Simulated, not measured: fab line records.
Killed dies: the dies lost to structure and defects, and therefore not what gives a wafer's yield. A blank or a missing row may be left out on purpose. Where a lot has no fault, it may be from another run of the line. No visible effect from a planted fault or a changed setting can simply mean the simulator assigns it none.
Struck lot and sound lot, side by side ; flow n5_finfet ; 35 out of 1938 route steps
Sound: the wafers L808.1, L808.3, L808.5. The struck wafers were L801.1, L801.4, L801.5. The cause is named last.
Each step with rows lists, per side, the tool, then ch with its chambers, then its first start. Under that, the readings that differ: sound wafers ; struck wafers ; difference of the means ; sigmas: that difference in standard deviations of wafers without a fault.
alike: words and numbers the same on both sides, and readings whose means are apart by under 2 such deviations; not compared: readings that were withheld, readings missing a value for some wafer, numbers with overlapping values and no deviation given by the record, and bounds like >300 which may hide the same value.
The two part at a step that has a row with sigmas, a row that says differs or no value, or rows on one side only. Numbers that don't overlap but have no deviation are shown without sigmas and don't part them. A reading missing from all wafers of one side parts the sides only when that side holds two or more wafers.

first, 12 steps without rows for these wafers: N5_SD_EPI_P_STRIP_38 (strips in N2/H2); N5_SD_EPI_P_ETCHBACK_46 (etches SiNx in CH3F/O2, stops on SiO2, target depth 17.5 nm); N5_SD_EPI_P_ETCH_47 (etches SiOCN in CH3F/O2, target depth 25 nm); N5_SD_EPI_P_ETCH_16 (etches SiO2 in CHF3/O2, target depth 5 nm); N5_SD_EPI_P_STRIP_50 (strips in CHF3/O2); N5_SD_EPI_P_SD_RECESS_17 (chemistry HBr/Cl2/O2, target depth 39.1 nm, bt time 3 s); N5_SD_EPI_P_WET_ETCH_45 (etches SiO2 in dHF, time 10.7 s, target depth 2 nm, rinse time 30 s); N5_SD_EPI_P_STRIP_40 (strips in N2/H2); N5_SD_EPI_P_PRECLEAN_52 (cleans in O3/DIW, time 60 s); N5_SD_EPI_P_SRD_20 (time 30 s); N5_SD_EPI_P_PRECLEAN_51 (cleans in NF3:NH3, afs cycles 1, time 20 s, sublimation time 60 s); N5_SD_EPI_P_VAPOR_ETCH_44 (etches SiGe30 in NF3/Ar, time 3.3 s).
N5_SD_EPI_P_EPI_21: deposits SiGe:B, time 355 s.
  sound on epi_rpcvd-01 ch 0, day 8 21:14; struck on epi_rpcvd-02 ch 0, day 7 01:58
reading;sound;struck;difference;sigmas
susceptor_temp_C (C);549.60 549.79 550.19;549.52 548.91 549.01;-0.71;-3
  not compared: model.SiGe-B_of_SD_EPI_P_EPI_21.thk_nm
then, 20 steps without rows for these wafers: N5_SD_EPI_P_HM_STRIP_48 (strips SiNx in H3PO4, material SiNx, target depth 3 nm); N5_SD_EPI_P_SRD_49 (time 30 s); N5_SD_EPI_P_PRECLEAN_24 (cleans in O3/DIW, time 45 s); N5_SD_EPI_P_PRECLEAN_32 (cleans in dHF, time 10 s); N5_SD_EPI_P_PRECLEAN_33 (cleans in SC2, time 45 s); N5_SD_EPI_P_SRD_25 (time 30 s); N5_SD_ACTIVATION_RTA_00 (time 0 s); N5_SD_ACTIVATION_LSA_01 (time 0.0008 s); N5_ILD0_LINER_00 (material SiNx, target thk 4 nm, pulse time 1 s, purge time 2 s); N5_ILD0_FCVD_FILL_01 (material SiO2 flowable, target thk 200 nm, time 328.3 s); N5_ILD0_CURE_02 (time 1800 s); N5_ILD0_CMP_03 (polishes, stops on SiNx, t overpolish 1.9 s, target thk 197.38 nm); N5_ILD0_CMP_07 (polishes SiO2 flowable, stops on poly-Si, t overpolish 1.18 s, target thk 138.88 nm); N5_ILD0_PRECLEAN_10 (cleans in NF3:NH3, afs cycles 5, time 20 s, sublimation time 60 s); N5_ILD0_ALD_15 (deposits SiNx, target thk 24 nm, pulse time 1 s, ald cycles 480); N5_ILD0_CMP_12 (polishes SiNx, stops on poly-Si, t overpolish 6 s, target thk 17.67 nm); N5_SDB_HM_DEP_00 (deposits SiNx from SiH4/NH3/N2, target thk 40 nm, time 35.3 s); N5_SDB_COAT_03 (time 60 s, resist thk 100 nm); N5_SDB_COAT_04 (time 60 s, resist thk 18 nm); N5_SDB_COAT_05 (resist thk 90 nm).
N5_MOL_CONTACT_COAG_ETCH_110: etches Si in CF4/O2, target depth 2.5 nm, time 8 s.
  sound on rie_diel-06 ch 0,3, day 10 05:47; struck on rie_diel-06 ch 0,1,2, day 8 10:25
reading;sound;struck;difference;sigmas
drypump_motor_current_A (A);6.7 5.2 6.7;4.8 5.1 5.3;-1.1;-2
  alike: mfc_ar_sccm, oes_o_777_au, oes_product_au, rf_vpp_V, showerhead_plenum_p_Torr, throttle_valve_pct
  not compared: rf_hours_counter_h, model.SiGe-B_of_SD_EPI_P_EPI_21.thk_nm
-- here the record skips 4 days between the struck wafers' starts before and after, leaving off in module MOL_CONTACT_COAG and picking up in module BEOL_M4 (first step shown: number 1111 of the route) --
N5_BEOL_M4_RC_MEAS_101:
  sound on prober-02 ch 0, day 13 15:17; struck on prober-01 ch 0, day 12 00:52
  alike: DIBL_N, DIBL_P, IOFF_N, IOFF_P, ION_N, ION_P, SS_N, SS_P, VT_N, VT_P

WHERE THEY PART
Last at N5_MOL_CONTACT_COAG_ETCH_110 as far as this record goes, first at N5_SD_EPI_P_EPI_21. Later steps at which nothing parts them and some readings are alike: N5_BEOL_M4_RC_MEAS_101.

WHY: what had been put in by the simulator
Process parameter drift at N5_SD_EPI_P_EPI_21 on epi_rpcvd-02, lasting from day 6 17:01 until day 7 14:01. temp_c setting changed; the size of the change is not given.
